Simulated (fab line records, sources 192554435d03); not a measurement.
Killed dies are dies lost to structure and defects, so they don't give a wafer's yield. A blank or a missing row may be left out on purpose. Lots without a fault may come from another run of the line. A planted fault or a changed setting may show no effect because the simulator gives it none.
fab line records | flow n5_finfet
record lots=7 wafers=39
route steps=1938 shown FIN_SAQP@96 SD_EPI_P@312 BEOL_M0_SAQP@648 BEOL_M1@754 BEOL_M4@1059 BEOL_M7@1266 BEOL_M8@1332 BEOL_M13@1705 BEOL_M15@1808 PASSIVATION@1916
start_h: hours from the record's first day to the start of the lot's first wafer shown | wait_h: hours since the lot's step before | " the same as in the row above | L1.1+2: a row that stands for several wafers | - no value, or no start given | * or withheld: withheld | < > ~ a bound
route shown NAME@n: a module of which the file shows steps, and the number in the route of the first | usual: mean/standard deviation of fault-free wafers | same: alike in all rows | chamber/n: place in a boat | sites: the reading at each site | _std_site: their standard deviation | _edge_site: outer sites' mean less inner sites' | radius_mm: how far each site lies from the wafer's centre | mask NAME#n: copy n | behind: the tool/chamber that last shaped the wafer | hold: why the lot was held/for how many hours/how that ended | device: the transistor (n, p or np) that didn't switch | end of line: the same wafers' tests at the end of the route | a step without rows: its recipe alone | killed: dies lost to structure and defects at the first sort, not the wafer's yield | map: a wafer's dies, x killed, . not, _ none there
set.NAME: the setting as run; set.NAME@STEP: as run at that earlier step | model.NAME: the simulator's own value behind a step, which no gauge read
lots whose settings were changed on purpose; a table a step, a row a wafer
## steps
# step N5_FIN_SAQP_HM_DEP_03
# recipe material=SiNx target_thk_a=380 temp_c=400 precursor=SiH4/NH3/N2 pressure_torr=1.5 rf_w=300 time_s=33.6
# step N5_FIN_SAQP_SPACER1_ALD_24
# recipe material=SiO2 target_thk_a=203 temp_c=300 ald_precursor_family=BDEAS ald_co_reactant=O2-plasma pulse_time_s=1 purge_time_s=2 co_reactant_purge_time_s=2 ald_cycles=218 pressure_torr=2
# step N5_SD_EPI_P_ETCH_16
# recipe chemistry=CHF3/O2 target=SiO2 target_depth_a=50 mask_material=SOC pressure_mtorr=30 source_w=650 bias_w=170 Ar_flow_sccm=200 CHF3_flow_sccm=50 O2_flow_sccm=5 ion_energy_ev=200
# step N5_BEOL_M0_SAQP_DEVELOP_13
# recipe develop_time_s=30 developer=TMAH resist=CAR-ArF dev_temp_c=23 rinse_liquid=diw dry=air_spin
# step N5_BEOL_M1_HM_DEP_02
# recipe material=TiN target_thk_a=200 temp_c=25 chamber_pressure_pa=0.49996
# step N5_BEOL_M4_DESCUM_33
# recipe chemistry=O2 time_s=7 source_power_w=50 bias_power_w=20 pressure_mtorr=20 rf_frequency_hz=2.712e+07 temp_c=40 resist=CAR-EUV o2_flow_sccm=225
# step N5_BEOL_M7_PECVD_70
# recipe material=SiO2 target_thk_a=200 temp_c=400 precursor=TEOS/O2 pressure_torr=5.5 rf_w=450 teos_flow_sccm=53.8 gas=O2 flow_sccm=3000 time_s=22.7
# step N5_BEOL_M8_ILD_DEP_00
# recipe material=SiCOH_lowk target_thk_a=1797.5 temp_c=300 precursor=DEMS/porogen pressure_torr=5 rf_w=500 time_s=33.4
# step N5_BEOL_M13_SPUTTER_43
# recipe material=TaN target_thk_a=150 temp_c=50 bias_v=168.6 power_w=15000 chamber_pressure_pa=0.12 time_s=24.19
# step N5_BEOL_M15_ETCH_61
# recipe chemistry=N2/H2 target=BARC target_depth_a=890 overetch_a=267 time_s=67.9 ion_energy_ev=200 pressure_mtorr=30 source_w=840 bias_w=150 n2_flow_sccm=200 h2_flow_sccm=200
# step N5_PASSIVATION_PECVD_35
# recipe material=SiNx target_thk_a=7000 temp_c=400 precursor=SiH4/NH3/N2 pressure_torr=4.9 rf_w=1406 time_s=151.3
# step N5_PASSIVATION_PROBE_49
# usual defect_limited_yield=91.4/1.5 killed_at_front_end=37/11 killed_on_rim=13/3.7 sort_bin_5_function=5.1/1.1
# columns lot.wafer tool chamber start_h wait_h set.time_s@FIN_SAQP_HM_DEP_03 set.ald_cycles@FIN_SAQP_SPACER1_ALD_24 set.target_depth_a@SD_EPI_P_ETCH_16 set.develop_time_s@BEOL_M0_SAQP_DEVELOP_13 set.target_thk_a@BEOL_M1_HM_DEP_02 set.time_s@BEOL_M4_DESCUM_33 set.time_s@BEOL_M7_PECVD_70 set.target_thk_a@BEOL_M8_ILD_DEP_00 set.time_s@BEOL_M13_SPUTTER_43 set.time_s@BEOL_M15_ETCH_61 set.time_s@PASSIVATION_PECVD_35 defect_limited_yield[%] killed_at_front_end killed_on_rim sort_bin_5_function[%]
L074.1 prober-02 - 265.34 0.0 33.6 218 74.27 30 200 7 31.02 1797.5 30.67 67.9 151.3 62.1 53 44 6.5
L074.2 prober-02 - 265.39 0.1 20.94 319 50 30 99.21 7 22.7 1797.5 30.67 67.9 185.9 0 1119 152 96.4
L074.3 prober-02 - 265.44 0.1 33.6 319 74.27 44.94 99.21 7 22.7 1797.5 24.19 67.9 151.3 0 1117 152 95.8
L074.4 prober-02 - 265.49 0.2 20.94 319 74.27 30 200 7 22.7 1797.5 24.19 67.9 185.9 0 1115 152 96.0
L074.5 prober-02 - 265.54 0.2 20.94 218 50 44.94 99.21 7 31.02 1797.5 24.19 67.9 151.3 60.9 53 67 5.2
L074.6 prober-02 - 265.59 0.3 33.6 218 50 44.94 200 7 31.02 1797.5 30.67 67.9 185.9 0 44 152 95.3
L078.1 prober-01 - 301.03 0.0 52.68 272 50 30 200 7 22.7 2169 24.19 49.63 209.1 0 1066 152 94.7
L078.2 prober-01 - 301.08 0.1 52.68 218 65 38.83 284.3 7 29.05 1797.5 24.19 67.9 151.3 83.2 28 25 11.4
L078.3 prober-01 - 301.13 0.1 33.6 272 50 38.83 284.3 7 29.05 2169 24.19 49.63 209.1 0 1080 152 95.3
L078.4 prober-01 - 301.18 0.2 52.68 272 65 30 284.3 7 22.7 1797.5 24.19 67.9 209.1 0 1079 152 95.0
L078.5 prober-01 - 301.23 0.2 33.6 218 50 30 200 7 29.05 1797.5 24.19 49.63 151.3 82.5 21 32 13.2
L078.6 prober-01 - 301.28 0.3 33.6 218 65 38.83 200 7 22.7 2169 24.19 67.9 151.3 90.9 37 15 5.7
L083.1 prober-01 - 318.85 0.0 33.6 218 34.87 30 114.2 7 22.7 1797.5 36.18 67.9 114 92.9 36 9 4.4
L083.2 prober-01 - 318.90 0.1 33.6 218 34.87 45.45 200 7 32.34 2565 36.18 67.9 151.3 87.1 30 20 3.7
L083.3 prober-01 - 318.95 0.1 33.6 309 34.87 30 200 7 32.34 1797.5 36.18 67.9 151.3 0 1116 152 96.1
L083.4 prober-01 - 319.00 0.2 33.6 309 50 45.45 200 7 22.7 2565 24.19 67.9 151.3 0 1131 152 96.2
L083.5 prober-01 - 319.05 0.2 33.6 309 50 30 114.2 7 32.34 2565 24.19 67.9 114 0 1120 152 96.8
L083.6 prober-01 - 319.10 0.3 33.6 218 50 45.45 114.2 7 22.7 1797.5 24.19 67.9 114 88.6 36 21 3.6
L087.1 prober-02 - 350.79 0.0 33.6 218 50 13.15 253.5 7 22.7 1797.5 24.19 57.27 151.3 80.2 31 24 5.9
L087.2 prober-02 - 350.84 0.1 33.6 218 50 30 200 7 22.7 900.6 24.19 67.9 151.3 1.1 35 152 5.8
L087.3 prober-02 - 350.89 0.1 33.6 298 50 30 253.5 7 22.7 900.6 24.19 57.27 151.3 0 1096 152 96.1
L087.4 prober-02 - 350.94 0.2 33.6 298 50 30 200 4.989 22.7 1797.5 24.19 57.27 151.3 0 1102 152 96.2
L087.5 prober-02 - 350.99 0.2 33.6 298 50 13.15 253.5 4.989 22.7 900.6 24.19 67.9 151.3 0 1109 152 95.8
L087.6 prober-02 - 351.04 0.3 33.6 218 50 13.15 200 4.989 22.7 1797.5 24.19 67.9 151.3 80.3 31 24 4.9
L088.1 prober-01 - 356.60 0.0 33.6 218 60.04 30 273.4 7 33.74 1797.5 24.19 67.9 151.3 90.5 51 10 4.8
L088.2 prober-01 - 356.65 0.1 33.6 310 60.04 43.58 273.4 7 22.7 1797.5 24.19 67.9 176 0 1110 152 96.7
L088.3 prober-01 - 356.70 0.1 33.6 310 50 43.58 273.4 10.61 22.7 881.4 24.19 67.9 176 0 1099 152 96.9
L088.4 prober-01 - 356.75 0.2 33.6 310 60.04 30 200 7 33.74 881.4 24.19 67.9 176 0 1126 152 96.8
L088.5 prober-01 - 356.80 0.2 33.6 218 50 43.58 200 10.61 33.74 881.4 24.19 67.9 151.3 0.6 49 150 5.3
L088.6 prober-01 - 356.85 0.3 33.6 218 50 30 200 10.61 22.7 1797.5 24.19 67.9 151.3 89.9 44 21 5.8
L090.1 prober-02 - 380.65 0.0 33.6 218 50 20.87 299.2 7 29.48 2500 24.19 38.28 151.3 0 29 152 97.3
L090.2 prober-02 - 380.70 0.1 33.6 218 50 30 299.2 4.176 22.7 1797.5 24.19 38.28 217.8 0 37 152 97.3
L090.3 prober-02 - 380.75 0.1 22.56 218 50 20.87 299.2 4.176 22.7 2500 14.42 38.28 151.3 0 44 152 96.0
L090.4 prober-02 - 380.80 0.2 22.56 218 50 30 200 7 22.7 1797.5 24.19 67.9 151.3 91.6 40 21 5.3
L090.5 prober-02 - 380.85 0.2 33.6 218 50 20.87 200 4.176 29.48 1797.5 14.42 67.9 217.8 0 19 152 97.6
L090.6 prober-02 - 380.90 0.3 22.56 218 50 30 200 7 29.48 2500 14.42 67.9 217.8 0 39 152 97.3
L094.1 prober-02 - 424.38 0.0 33.6 218 50 30 200 7 22.7 1797.5 24.19 67.9 151.3 93.2 20 14 4.0
L094.3 prober-02 - 424.48 0.1 33.6 218 50 30 200 7 22.7 1797.5 24.19 67.9 151.3 93.3 26 8 3.2
L094.6 prober-02 - 424.63 0.3 33.6 218 50 30 200 7 22.7 1797.5 24.19 67.9 151.3 92.5 42 11 4.7
# killed by level:class
L074.1 M2:area_ald=329 FIN_SAQP:geometric_particle:open=19 FIN_SAQP:geometric_particle:short=16 BEOL_M4:geometric_particle:open=13 MOL_CONTACT_COAG:geometric_particle:open=8 BEOL_M0_SAQP:geometric_particle:short=8 BEOL_M1:geometric_particle:short=5 STI_FIN_REVEAL:geometric_particle:open=4
L074.2 FIN_SAQP:area_ald=1078 FIN_SAQP:geometric_particle:open=14 BEOL_M1:geometric_particle:open=9 BEOL_M4:geometric_particle:open=9 MOL_CONTACT_COAG:geometric_particle:open=8 BEOL_M2:geometric_particle:open=8 FIN_SAQP:geometric_particle:short=5 BEOL_M3:geometric_particle:open=5
L074.3 FIN_SAQP:area_ald=1074 MOL_CONTACT_COAG:geometric_particle:open=18 FIN_SAQP:geometric_particle:open=9 FIN_SAQP:geometric_particle:short=6 STI_FIN_REVEAL:geometric_particle:open=6 BEOL_M2:geometric_particle:open=6 BEOL_M5:geometric_particle:open=5 MOL_CONTACT_COAG:geometric_particle:short=4
L074.4 FIN_SAQP:area_ald=1065 FIN_SAQP:geometric_particle:short=16 FIN_SAQP:geometric_particle:open=12 MOL_CONTACT_COAG:geometric_particle:open=12 BEOL_M0_SAQP:geometric_particle:open=10 STI_FIN_REVEAL:geometric_particle:open=8 BEOL_M1:geometric_particle:open=7 BEOL_M0_SAQP:geometric_particle:short=5
L074.5 M2:area_ald=349 MOL_CONTACT_COAG:geometric_particle:open=15 FIN_SAQP:geometric_particle:open=14 FIN_SAQP:geometric_particle:short=11 BEOL_M1:geometric_particle:open=8 STI_FIN_REVEAL:geometric_particle:open=7 BEOL_M4:geometric_particle:open=7 BEOL_M2:geometric_particle:open=6
L074.6 PASSIVATION:area_pecvd=1059 FIN_SAQP:geometric_particle:open=17 MOL_CONTACT_COAG:geometric_particle:open=9 BEOL_M3:geometric_particle:open=8 BEOL_M4:geometric_particle:open=8 BEOL_M1:geometric_particle:open=7 DUMMY_GATE:geometric_particle:open=6 BEOL_M0_SAQP:geometric_particle:short=6
L078.1 FIN_SAQP:area_ald=1038 BEOL_M3:geometric_particle:open=18 BEOL_M4:geometric_particle:open=17 MOL_CONTACT_COAG:geometric_particle:open=13 BEOL_M0_SAQP:geometric_particle:open=12 BEOL_M1:geometric_particle:open=11 BEOL_M0_SAQP:geometric_particle:short=10 BEOL_M2:geometric_particle:open=7
L078.2 BEOL_M1:area_open=52 MOL_CONTACT_COAG:geometric_particle:open=22 BEOL_M4:geometric_particle:open=22 BEOL_M0_SAQP:geometric_particle:open=14 BEOL_M2:geometric_particle:open=12 BEOL_M3:geometric_particle:open=11 BEOL_M0_SAQP:geometric_particle:short=10 FIN_SAQP:geometric_particle:open=8
L078.3 FIN_SAQP:area_ald=1045 MOL_CONTACT_COAG:geometric_particle:open=20 BEOL_M4:geometric_particle:open=18 STI_FIN_REVEAL:geometric_particle:open=14 BEOL_M0_SAQP:geometric_particle:open=9 DUMMY_GATE:geometric_particle:open=9 BEOL_M3:geometric_particle:open=9 BEOL_M5:geometric_particle:open=8
L078.4 FIN_SAQP:area_ald=1041 MOL_CONTACT_COAG:geometric_particle:open=19 BEOL_M3:geometric_particle:open=17 BEOL_M0_SAQP:geometric_particle:open=11 STI_FIN_REVEAL:geometric_particle:open=11 BEOL_M0_SAQP:geometric_particle:short=11 BEOL_M4:geometric_particle:open=8 FIN_SAQP:geometric_particle:short=7
L078.5 BEOL_M15:area_etch=58 BEOL_M4:geometric_particle:open=21 BEOL_M3:geometric_particle:open=20 BEOL_M0_SAQP:geometric_particle:short=19 MOL_CONTACT_COAG:geometric_particle:open=14 BEOL_M2:geometric_particle:open=11 BEOL_M0_SAQP:geometric_particle:open=10 BEOL_M1:geometric_particle:open=9
L078.6 MOL_CONTACT_COAG:geometric_particle:open=12 BEOL_M3:geometric_particle:open=12 BEOL_M4:geometric_particle:open=11 FIN_SAQP:geometric_particle:short=8 BEOL_M2:geometric_particle:open=7 STI_FIN_REVEAL:geometric_particle:open=6 BEOL_M0_SAQP:geometric_particle:short=5 STARTING-WAFER:geometric_particle:open=4
L083.1 STI_FIN_REVEAL:geometric_particle:open=18 MOL_CONTACT_COAG:geometric_particle:open=10 BEOL_M0_SAQP:geometric_particle:short=6 BEOL_M4:geometric_particle:open=6 BEOL_M0_SAQP:geometric_particle:open=5 BEOL_M2:geometric_particle:open=5 FIN_SAQP:geometric_particle:short=3 STI_FIN_REVEAL:geometric_particle:short=3
L083.2 M2:area_ald=73 STI_FIN_REVEAL:geometric_particle:open=10 MOL_CONTACT_COAG:geometric_particle:open=10 BEOL_M4:geometric_particle:short=8 BEOL_M4:geometric_particle:open=6 DUMMY_GATE:geometric_particle:open=5 BEOL_M0_SAQP:geometric_particle:open=5 BEOL_M5:geometric_particle:open=5
L083.3 FIN_SAQP:area_ald=1085 MOL_CONTACT_COAG:geometric_particle:open=14 BEOL_M4:geometric_particle:open=8 BEOL_M0_SAQP:geometric_particle:short=7 BEOL_M1:geometric_particle:open=5 FIN_SAQP:geometric_particle:open=4 FIN_SAQP:geometric_particle:short=4 STI_FIN_REVEAL:geometric_particle:open=4
L083.4 FIN_SAQP:area_ald=1076 STI_FIN_REVEAL:geometric_particle:open=26 MOL_CONTACT_COAG:geometric_particle:open=11 FIN_SAQP:geometric_particle:short=7 BEOL_M0_SAQP:geometric_particle:open=7 MOL_CONTACT_COAG:geometric_particle:short=6 BEOL_M4:geometric_particle:open=6 STI_FIN_REVEAL:geometric_particle:short=5
L083.5 FIN_SAQP:area_ald=1086 MOL_CONTACT_COAG:geometric_particle:open=11 STI_FIN_REVEAL:geometric_particle:open=9 BEOL_M1:geometric_particle:open=8 BEOL_M2:geometric_particle:open=8 GATE_CUT:geometric_particle:open=7 GATE_CUT:geometric_particle:short=5 FIN_SAQP:geometric_particle:open=4
L083.6 M2:area_ald=58 STI_FIN_REVEAL:geometric_particle:open=14 MOL_CONTACT_COAG:geometric_particle:open=11 BEOL_M0_SAQP:geometric_particle:short=5 BEOL_M4:geometric_particle:open=5 STARTING-WAFER:geometric_particle:short=5 STI_FIN_REVEAL:geometric_particle:short=4 BEOL_M1:geometric_particle:open=4
L087.1 M2:area_ald=116 BEOL_M1:geometric_particle:open=21 BEOL_M4:geometric_particle:open=16 BEOL_M3:geometric_particle:open=14 STI_FIN_REVEAL:geometric_particle:open=8 BEOL_M0_SAQP:geometric_particle:short=6 FIN_SAQP:geometric_particle:short=5 BEOL_M0_SAQP:geometric_particle:open=5
L087.2 BEOL_M8:area_dep=1042 BEOL_M4:geometric_particle:open=14 BEOL_M3:geometric_particle:open=13 MOL_CONTACT_COAG:geometric_particle:open=10 BEOL_M1:geometric_particle:open=9 GATE_CUT:geometric_particle:short=8 BEOL_M0_SAQP:geometric_particle:open=8 BEOL_M0_SAQP:geometric_particle:short=8
L087.3 FIN_SAQP:area_ald=1069 BEOL_M4:geometric_particle:open=13 BEOL_M2:geometric_particle:open=11 MOL_CONTACT_COAG:geometric_particle:open=10 FIN_SAQP:geometric_particle:open=8 BEOL_M0_SAQP:geometric_particle:short=8 BEOL_M1:geometric_particle:open=8 BEOL_M3:geometric_particle:open=7
L087.4 FIN_SAQP:area_ald=1081 BEOL_M4:geometric_particle:open=13 MOL_CONTACT_COAG:geometric_particle:open=11 BEOL_M1:geometric_particle:open=7 BEOL_M3:geometric_particle:open=7 FIN_SAQP:geometric_particle:short=6 BEOL_M0_SAQP:geometric_particle:short=6 BEOL_M0_SAQP:geometric_particle:open=5
L087.5 FIN_SAQP:area_ald=1075 BEOL_M1:geometric_particle:open=13 BEOL_M4:geometric_particle:open=12 STARTING-WAFER:geometric_particle:open=8 GATE_CUT:geometric_particle:short=7 MOL_CONTACT_COAG:geometric_particle:open=6 BEOL_M0_SAQP:geometric_particle:short=6 BEOL_M3:geometric_particle:open=6
L087.6 M2:area_ald=126 BEOL_M1:geometric_particle:open=16 BEOL_M2:geometric_particle:open=12 BEOL_M0_SAQP:geometric_particle:short=8 FIN_SAQP:geometric_particle:open=7 FIN_SAQP:geometric_particle:short=7 BEOL_M3:geometric_particle:open=6 BEOL_M4:geometric_particle:open=6
L088.1 FIN_SAQP:geometric_particle:open=14 FIN_SAQP:geometric_particle:short=12 BEOL_M3:geometric_particle:open=9 BEOL_M1:geometric_particle:open=9 BEOL_M4:geometric_particle:open=8 BEOL_M2:geometric_particle:open=8 STI_FIN_REVEAL:geometric_particle:open=6 GATE_CUT:geometric_particle:open=5
L088.2 FIN_SAQP:area_ald=1050 FIN_SAQP:geometric_particle:open=19 FIN_SAQP:geometric_particle:short=14 BEOL_M0_SAQP:geometric_particle:short=11 BEOL_M0_SAQP:geometric_particle:open=11 STI_FIN_REVEAL:geometric_particle:open=7 DUMMY_GATE:geometric_particle:open=5 BEOL_M2:geometric_particle:open=5
L088.3 FIN_SAQP:area_ald=1070 BEOL_M0_SAQP:geometric_particle:short=19 BEOL_M0_SAQP:geometric_particle:open=13 BEOL_M1:geometric_particle:open=11 BEOL_M4:geometric_particle:open=9 STI_FIN_REVEAL:geometric_particle:open=6 MOL_CONTACT_COAG:geometric_particle:open=6 FIN_SAQP:geometric_particle:short=5
L088.4 FIN_SAQP:area_ald=1099 STI_FIN_REVEAL:geometric_particle:open=13 BEOL_M1:geometric_particle:open=9 MOL_CONTACT_COAG:geometric_particle:open=6 BEOL_M0_SAQP:geometric_particle:short=6 GATE_CUT:geometric_particle:open=5 BEOL_M0_SAQP:geometric_particle:open=5 MOL_CONTACT_COAG:geometric_particle:short=5
L088.5 BEOL_M8:area_dep=1065 FIN_SAQP:geometric_particle:open=16 FIN_SAQP:geometric_particle:short=10 BEOL_M2:geometric_particle:open=8 BEOL_M1:geometric_particle:open=7 MOL_CONTACT_COAG:geometric_particle:open=6 BEOL_M0_SAQP:geometric_particle:short=6 GATE_CUT:geometric_particle:open=5
L088.6 BEOL_M4:geometric_particle:open=24 FIN_SAQP:geometric_particle:open=19 BEOL_M3:geometric_particle:open=7 FIN_SAQP:geometric_particle:short=6 BEOL_M1:geometric_particle:open=6 MOL_CONTACT_COAG:geometric_particle:open=5 BEOL_M0:geometric_particle:open=5 BEOL_M0_SAQP:geometric_particle:short=4
L090.1 BEOL_M15:area_etch=600 BEOL_M1:area_open=492 STI_FIN_REVEAL:geometric_particle:open=11 BEOL_M4:geometric_particle:open=8 BEOL_M0:geometric_particle:open=7 BEOL_M0_SAQP:geometric_particle:open=6 BEOL_M3:geometric_particle:open=6 BEOL_M2:geometric_particle:open=5
L090.2 BEOL_M1:area_open=633 BEOL_M15:area_etch=466 FIN_SAQP:geometric_particle:open=12 FIN_SAQP:geometric_particle:short=7 BEOL_M3:geometric_particle:open=6 BEOL_M1:geometric_particle:open=5 BEOL_M2:geometric_particle:open=5 BEOL_M4:geometric_particle:open=5
L090.3 BEOL_M1:area_open=569 BEOL_M15:area_etch=497 FIN_SAQP:geometric_particle:short=14 BEOL_M3:geometric_particle:open=14 BEOL_M2:geometric_particle:open=11 FIN_SAQP:geometric_particle:open=10 STI_FIN_REVEAL:geometric_particle:open=6 MIM_TOP:geometric_particle:short=5
L090.4 FIN_SAQP:geometric_particle:open=16 BEOL_M4:geometric_particle:open=11 STI_FIN_REVEAL:geometric_particle:open=7 FIN_SAQP:geometric_particle:short=6 BEOL_M2:geometric_particle:short=6 BEOL_M2:geometric_particle:open=6 BEOL_M3:geometric_particle:open=6 BEOL_M1:geometric_particle:open=5
L090.5 PASSIVATION:area_pecvd=1102 BEOL_M2:geometric_particle:open=12 BEOL_M2:geometric_particle:short=10 BEOL_M3:geometric_particle:open=8 BEOL_M4:geometric_particle:open=8 FIN_SAQP:geometric_particle:short=4 MOL_CONTACT_COAG:geometric_particle:open=4 STARTING-WAFER:geometric_particle:short=4
L090.6 PASSIVATION:area_pecvd=1080 BEOL_M3:geometric_particle:open=14 BEOL_M4:geometric_particle:open=14 FIN_SAQP:geometric_particle:short=10 FIN_SAQP:geometric_particle:open=9 DUMMY_GATE:geometric_particle:open=9 BEOL_M1:geometric_particle:open=4 STARTING-WAFER:geometric_particle:open=4
L094.1 MOL_CONTACT_COAG:geometric_particle:open=8 BEOL_M0_SAQP:geometric_particle:open=7 BEOL_M0_SAQP:geometric_particle:short=6 BEOL_M1:geometric_particle:open=6 BEOL_M4:geometric_particle:open=6 FIN_SAQP:geometric_particle:open=4 DUMMY_GATE:geometric_particle:open=4 GATE_CUT:geometric_particle:short=4
L094.3 MOL_CONTACT_COAG:geometric_particle:open=10 FIN_SAQP:geometric_particle:short=7 STI_FIN_REVEAL:geometric_particle:open=4 BEOL_M0_SAQP:geometric_particle:short=4 BEOL_M1:geometric_particle:short=4 BEOL_M2:geometric_particle:open=4 BEOL_M4:geometric_particle:short=4 FIN_SAQP:geometric_particle:open=3
L094.6 STI_FIN_REVEAL:geometric_particle:open=11 FIN_SAQP:geometric_particle:open=9 GATE_CUT:geometric_particle:short=7 MOL_CONTACT_COAG:geometric_particle:open=5 BEOL_M2:geometric_particle:open=5 BEOL_M5:geometric_particle:open=4 BEOL_M0_SAQP:geometric_particle:open=4 BEOL_M1:geometric_particle:open=4
## key
split step=N5_FIN_SAQP_HM_DEP_03 setting=time_s stated_as=33.6
response none clear
split step=N5_FIN_SAQP_SPACER1_ALD_24 setting=ald_cycles stated_as=218
response step=N5_PASSIVATION_PROBE_49 reading=killed_at_front_end slope=+26.4 per=1% together_with=all explained=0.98
response step=N5_PASSIVATION_PROBE_49 reading=sort_bin_5_function slope=+1.94 per=1% together_with=all explained=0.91
response step=N5_PASSIVATION_PROBE_49 reading=killed_on_rim slope=+2.24 per=1% together_with=all explained=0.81
response step=N5_PASSIVATION_PROBE_49 reading=defect_limited_yield slope=-1.44 per=1% together_with=all explained=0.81
split step=N5_SD_EPI_P_ETCH_16 setting=target_depth_a stated_as=50
response none clear
split step=N5_BEOL_M0_SAQP_DEVELOP_13 setting=develop_time_s stated_as=30
response none clear
split step=N5_BEOL_M1_HM_DEP_02 setting=target_thk_a stated_as=200
response none clear
split step=N5_BEOL_M4_DESCUM_33 setting=time_s stated_as=7
response none clear
split step=N5_BEOL_M7_PECVD_70 setting=time_s stated_as=22.7
response none clear
split step=N5_BEOL_M8_ILD_DEP_00 setting=target_thk_a stated_as=1797.5
response none clear
split step=N5_BEOL_M13_SPUTTER_43 setting=time_s stated_as=24.19
response none clear
split step=N5_BEOL_M15_ETCH_61 setting=time_s stated_as=67.9
response none clear
split step=N5_PASSIVATION_PECVD_35 setting=time_s stated_as=151.3
response none clear
